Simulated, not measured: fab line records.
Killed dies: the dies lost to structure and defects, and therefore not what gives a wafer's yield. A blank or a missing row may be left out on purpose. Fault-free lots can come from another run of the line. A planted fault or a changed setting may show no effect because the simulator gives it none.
Which of the tools did it? / flow nand_harc / 6 lots, 18 wafers sampled, at 4 steps of a route of 1302

WHAT THE GAUGES SHOWED, per wafer
NHARC_P_M0_INSPECT_27.
lot=L880; measured=day 6 22:07; on=defect_inspect-02; raw_defect_count=243 209 168
lot=L883; measured=day 8 03:57; on=defect_inspect-01; raw_defect_count=200 380 197
lot=L886; measured=day 9 11:49; on=defect_inspect-02; raw_defect_count=206 227 309
lot=L892; measured=day 12 10:22; on=defect_inspect-02; raw_defect_count=419 256 2482
lot=L897; measured=day 14 01:38; on=defect_inspect-01; raw_defect_count=266 320 205
lot=L901; measured=day 15 20:03; on=defect_inspect-02; raw_defect_count=285 240 473

WHICH TOOL RAN EACH LOT (tool, then ch and the chambers of the sampled wafers, then the start)
lot=L880; NHARC_P_M0_STRIP_18=rie_diel-01 ch 2,3, day 6 20:01; NHARC_P_M0_DEGAS_28=pvd_sputter-01, day 6 20:34; NHARC_P_M0_CMP_23=cmp-02 ch 0,3, day 6 21:39
lot=L883; NHARC_P_M0_STRIP_18=rie_diel-01 ch 0,2, day 8 01:34; NHARC_P_M0_DEGAS_28=pvd_sputter-02, day 8 02:07; NHARC_P_M0_CMP_23=cmp-02 ch 0,2, day 8 03:30
lot=L886; NHARC_P_M0_STRIP_18=rie_diel-06 ch 0,1,2, day 9 09:44; NHARC_P_M0_DEGAS_28=pvd_sputter-01, day 9 10:13; NHARC_P_M0_CMP_23=cmp-02 ch 0,2,3, day 9 11:19
lot=L892; NHARC_P_M0_STRIP_18=rie_diel-13 ch 0,1,3, day 12 08:19; NHARC_P_M0_DEGAS_28=pvd_sputter-02, day 12 08:50; NHARC_P_M0_CMP_23=cmp-02 ch 2,3, day 12 09:55
lot=L897; NHARC_P_M0_STRIP_18=rie_diel-01 ch 0,3, day 13 23:33; NHARC_P_M0_DEGAS_28=pvd_sputter-01, day 14 00:04; NHARC_P_M0_CMP_23=cmp-03 ch 0,2,3, day 14 01:15
lot=L901; NHARC_P_M0_STRIP_18=rie_diel-13 ch 0,1,3, day 15 17:38; NHARC_P_M0_DEGAS_28=pvd_sputter-02, day 15 18:11; NHARC_P_M0_CMP_23=cmp-04 ch 1,2,3, day 15 19:37
- NHARC_P_M0_STRIP_18: strips in N2/H2.
- NHARC_P_M0_DEGAS_28: time 60 s.
- NHARC_P_M0_CMP_23: polishes, t overpolish 20 s, target thk 117.54 nm.

THE ANSWER, worked out from the rows above alone
Rule: the lots themselves supply what counts as usual. The widest of any qualifying gaps counts: lots, ordered by their means at a reading, are off when they make up no more than a third of the lots, leave a main group of 4 or more, and stand apart from it by 3 or more times the standard deviation of that group's means. A main group whose means are all the same, to the digits that the tables above print for the reading, isn't used. Also off: a lot with no number at a reading for which 4 or more lots have one. Any other lot the step has rows for is counted as sound.
Off, at NHARC_P_M0_INSPECT_27 on raw_defect_count: L892. For the main group the mean is 262 and the standard deviation 41.
A tool fits if, at a process step before that reading, it ran every lot that is off, and no sound lot after the first of them. The gauges at NHARC_P_M0_INSPECT_27 are tried like those tools. One candidate fits, namely cmp-02 at NHARC_P_M0_CMP_23. A fault onset in the window from L886 (day 9 11:19, its last sound lot) to L892 (day 12 09:55, its first lot off) fits.

WHAT THE SIMULATOR HAD PUT IN
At NHARC_P_M0_CMP_23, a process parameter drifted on cmp-02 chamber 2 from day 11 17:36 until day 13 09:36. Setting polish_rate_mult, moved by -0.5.
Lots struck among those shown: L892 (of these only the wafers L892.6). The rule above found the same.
